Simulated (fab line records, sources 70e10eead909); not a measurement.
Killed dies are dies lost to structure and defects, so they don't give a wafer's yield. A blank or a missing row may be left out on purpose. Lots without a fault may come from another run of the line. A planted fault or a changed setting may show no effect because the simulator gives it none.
Which tool did it? | flow nand_harc | 14 lots, 42 wafers sampled, at 5 steps of a route of 1302

WHAT THE GAUGES READ, wafer by wafer
NHARC_P_M1_OVL_MEAS_10: pitch 260 nm. Usual: overlay_x_nm 0.3 nm, standard deviation 0.81; overlay_y_nm 0.1 nm, standard deviation 0.74.
lot  | measured     | on         | overlay_x_nm (nm) | overlay_y_nm (nm) | flag
L842 | day 6 04:47  | overlay-02 | -0.9 0.0 -0.4     | -1.2 -1.0 -1.4    |
L843 | day 6 17:54  | overlay-02 | 1.0 1.3 1.3       | 1.4 0.5 1.5       |
L845 | day 7 11:01  | overlay-01 | -0.2 0.1 0.3      | -0.3 0.2 -0.7     |
L846 | day 7 22:16  | overlay-01 | -0.3 -0.1 -0.2    | 0.4 0.7 0.3       |
L853 | day 11 07:38 | overlay-01 | 2.2 1.8 1.4       | -0.5 0.3 -0.5     |
L854 | day 11 08:23 | overlay-02 | -0.4 0.5 0.3      | 0.6 0.4 0.7       |
L857 | day 12 06:36 | overlay-02 | -0.2 0.4 0.6      | 0.0 0.1 0.5       |
L855 | day 12 07:29 | overlay-02 | -0.7 0.1 -0.3     | 0.8 1.0 0.3       |
L856 | day 12 09:25 | overlay-01 | 0.1 0.0 -0.3      | -0.7 -0.4 -0.3    |
L858 | day 13 02:32 | overlay-01 | 0.4 1.4 0.3       | 0.3 1.3 0.8       |
L860 | day 13 21:11 | overlay-02 | -1.0 -1.1 -2.0    | -0.6 -1.1 -0.2    |
L861 | day 14 06:23 | overlay-02 | -0.1 0.0 0.8      | 0.8 0.6 1.1       |
L864 | day 15 15:21 | overlay-01 | 0.3 0.8 0.4       | -0.8 -0.4 -0.9    |
L865 | day 15 18:34 | overlay-01 | 0.4 0.7 0.7       | 1.5 1.7 1.6       |

NHARC_P_M1_CD_MEAS_16. Usual: cd_nm 129.9 nm, standard deviation 0.69.
lot  | measured     | on        | cd_nm (nm)        | flag
L842 | day 6 05:12  | cd_sem-03 | 129.9 130.8 129.5 |
L843 | day 6 18:19  | cd_sem-01 | 132.3 130.2 129.5 |
L845 | day 7 11:26  | cd_sem-01 | 130.6 130.3 130.1 |
L846 | day 7 22:41  | cd_sem-02 | 129.5 129.0 129.4 |
L853 | day 11 08:02 | cd_sem-02 | 130.4 129.4 129.7 |
L854 | day 11 08:48 | cd_sem-03 | 129.5 129.0 129.5 |
L857 | day 12 07:01 | cd_sem-01 | 130.3 129.6 129.3 |
L855 | day 12 07:53 | cd_sem-03 | 129.9 130.0 130.2 |
L856 | day 12 09:49 | cd_sem-03 | 130.4 129.4 129.7 |
L858 | day 13 02:56 | cd_sem-03 | 130.3 130.3 129.6 |
L860 | day 13 21:35 | cd_sem-01 | 130.1 130.5 130.0 |
L861 | day 14 06:48 | cd_sem-01 | 128.9 129.8 130.8 |
L864 | day 15 15:45 | cd_sem-01 | 130.9 130.8 130.8 |
L865 | day 15 18:59 | cd_sem-03 | 129.8 129.4 129.0 |

NHARC_END_SORT_01. Usual: defect_limited_yield 91.2 %, standard deviation 2.8; killed_at_array 56, standard deviation 19; killed_at_other 0.8, standard deviation 1.1; killed_at_periphery 3.4, standard deviation 2.5; killed_dies 60, standard deviation 19; killed_open 2.9, standard deviation 1.7; killed_short 2.4, standard deviation 1.6.
lot  | measured     | on        | defect_limited_yield (%) | killed_at_array | killed_at_other | killed_at_periphery | killed_dies | killed_open | killed_short | flag
L854 | day 29 09:18 | prober-02 | 89.7 89.4 87.0           | 48 50 59        | 0 0 0           | 22 22 29            | 70 72 88    | 2 2 3       | 0 0 3        | OFF
L857 | day 30 21:39 | prober-01 | 88.2 85.7 87.7           | 77 94 83        | 0 0 0           | 3 3 0               | 80 97 83    | 2 2 2       | 2 1 4        |
L855 | day 30 13:02 | prober-01 | 88.9 90.7 90.4           | 42 39 40        | 0 1 0           | 33 23 25            | 75 63 65    | 2 5 1       | 2 1 2        | OFF
L856 | day 30 14:42 | prober-02 | 96.0 95.4 96.0           | 21 24 23        | 0 1 0           | 6 6 4               | 27 31 27    | 3 6 4       | 2 2 1        |
L858 | day 31 09:37 | prober-01 | 93.1 93.1 92.5           | 44 42 46        | 3 2 2           | 0 3 3               | 47 47 51    | 3 3 3       | 5 4 3        |

WHICH TOOL RAN EACH LOT (tool, then ch and the chambers of the sampled wafers, then the start)
lot  | NHARC_P_M0_PVD_21                       | NHARC_P_M1_ANNEAL_31
L842 | pvd_sputter-02, day 6 04:47 or earlier  | rtp_anneal-02 ch 0, day 6 06:39
L843 | pvd_sputter-03, day 6 17:54 or earlier  | rtp_anneal-01 ch 0, day 6 19:54
L845 | pvd_sputter-01, day 7 11:01 or earlier  | rtp_anneal-02 ch 0, day 7 12:53
L846 | pvd_sputter-03, day 7 22:16 or earlier  | rtp_anneal-01 ch 0, day 8 00:26
L853 | pvd_sputter-01, day 11 07:38 or earlier | rtp_anneal-01, day 11 09:29
L854 | pvd_sputter-03, day 11 08:23 or earlier | rtp_anneal-02, day 11 10:21
L857 | pvd_sputter-02, day 12 06:36 or earlier | rtp_anneal-01 ch 0, day 12 08:31
L855 | pvd_sputter-03, day 12 07:29 or earlier | rtp_anneal-02, day 12 09:20
L856 | pvd_sputter-01, day 12 09:25 or earlier | rtp_anneal-01 ch 0, day 12 11:22
L858 | pvd_sputter-03, day 13 02:32 or earlier | rtp_anneal-01 ch 0, day 13 04:23
L860 | pvd_sputter-01, day 13 21:11 or earlier | rtp_anneal-02 ch 0, day 13 23:04
L861 | pvd_sputter-03, day 14 06:23 or earlier | rtp_anneal-02 ch 0, day 14 08:15
L864 | pvd_sputter-01, day 15 15:21 or earlier | rtp_anneal-02 ch 0, day 15 17:19
L865 | pvd_sputter-01, day 15 18:34 or earlier | rtp_anneal-02 ch 0, day 15 20:34
- NHARC_P_M0_PVD_21: deposits Cu, target thk 30 nm, time 20.49 s.
- NHARC_P_M1_ANNEAL_31: time 90 s.

WHAT THE TOOLS THEMSELVES READ (means of the sampled wafers that have a number; where no wafer has one, the mark that the record gives instead)
NHARC_P_M0_PVD_21. Usual: chamber_pressure_pa 4.999 Pa, standard deviation 0.01; throttle_valve_pct 29.9 %, standard deviation 1.2.
lot  | tool           | chamber_pressure_pa (Pa) | throttle_valve_pct (%) | flag
L842 | pvd_sputter-02 | 4.994                    | 29.1                   |
L843 | pvd_sputter-03 | 5.001                    | 29.8                   |
L845 | pvd_sputter-01 | 5.005                    | 31.5                   |
L846 | pvd_sputter-03 | 5.009                    | 29.9                   |
L853 | pvd_sputter-01 | 4.992                    | 30.2                   |
L854 | pvd_sputter-03 | 5.011                    | 29.9                   |
L857 | pvd_sputter-02 | 4.999                    | 28.9                   |
L855 | pvd_sputter-03 | 4.997                    | 30.2                   |
L856 | pvd_sputter-01 | 4.997                    | 30.4                   |
L858 | pvd_sputter-03 | 4.994                    | 29.6                   |
L860 | pvd_sputter-01 | 4.994                    | 30.9                   |
L861 | pvd_sputter-03 | 4.999                    | 30.1                   |
L864 | pvd_sputter-01 | 4.999                    | 30.2                   |
L865 | pvd_sputter-01 | 4.990                    | 31.5                   |

NHARC_P_M1_ANNEAL_31. Usual: anneal_temp_c 224.97 C, standard deviation 0.17; anneal_temp_c_max 226.0, standard deviation 0.3; wafer_temp_C_max 226.3, standard deviation 0.4.
lot  | tool          | anneal_temp_c (C) | anneal_temp_c_max | wafer_temp_C_max | flag
L842 | rtp_anneal-02 | 225.11            | 226.1             | 226.0            |
L843 | rtp_anneal-01 | 224.81            | 226.0             | 226.5            |
L845 | rtp_anneal-02 | 225.20            | 226.0             | 225.9            |
L846 | rtp_anneal-01 | 225.12            | 226.6             | 226.3            |
L853 | rtp_anneal-01 | -                 | -                 | -                | OFF
L854 | rtp_anneal-02 | -                 | -                 | -                | OFF
L857 | rtp_anneal-01 | 225.15            | 226.4             | 226.5            |
L855 | rtp_anneal-02 | -                 | -                 | -                | OFF
L856 | rtp_anneal-01 | 224.96            | 226.3             | 227.0            |
L858 | rtp_anneal-01 | 224.88            | 226.1             | 226.4            |
L860 | rtp_anneal-02 | 224.91            | 225.6             | 225.6            |
L861 | rtp_anneal-02 | 225.08            | 225.9             | 225.9            |
L864 | rtp_anneal-02 | 225.18            | 226.2             | 226.3            |
L865 | rtp_anneal-02 | 225.15            | 226.0             | 226.1            |

THE ANSWER, worked out from the rows above alone
Rule: a lot is off if the mean of its wafers that have a number lies more than 3 standard deviations from the usual mean. A lot without any number at a reading at which 4 lots or more have one is off too. The other lots that the step has rows for count as sound. The gauges are gone through in route order, then the tools' own readings, and for those a lot's mean is taken as printed above. The first step at which some lot is off is used, and at that step the reading that is off furthest; a lot without a number counts as furthest.
Off: L854, L855, at NHARC_END_SORT_01 (killed_at_periphery). Neither off nor sound, because the step has no rows for them: L842, L843, L845, L846, L853, L860, L861, L864, L865.
A tool fits if, at a process step before that reading, it ran every lot that is off, and no sound lot after the first of them. The gauges at NHARC_END_SORT_01 aren't tried: what is off there is off at NHARC_P_M1_ANNEAL_31 too, on other tools, and a gauge's error can't cause that. NHARC_P_M0_PVD_21 gives no start for some lots, so the hours and the order of its lots are those of NHARC_P_M1_OVL_MEAS_10. One fits: rtp_anneal-02 at NHARC_P_M1_ANNEAL_31. It ran no sound lot before its first lot that is off in this sample, so the start can't be narrowed down.
Blank at NHARC_P_M1_ANNEAL_31 on the lots that are off, where sound lots have numbers: anneal_temp_c, anneal_temp_c_max, wafer_temp_C_max.

WHAT THE SIMULATOR HAD PUT IN
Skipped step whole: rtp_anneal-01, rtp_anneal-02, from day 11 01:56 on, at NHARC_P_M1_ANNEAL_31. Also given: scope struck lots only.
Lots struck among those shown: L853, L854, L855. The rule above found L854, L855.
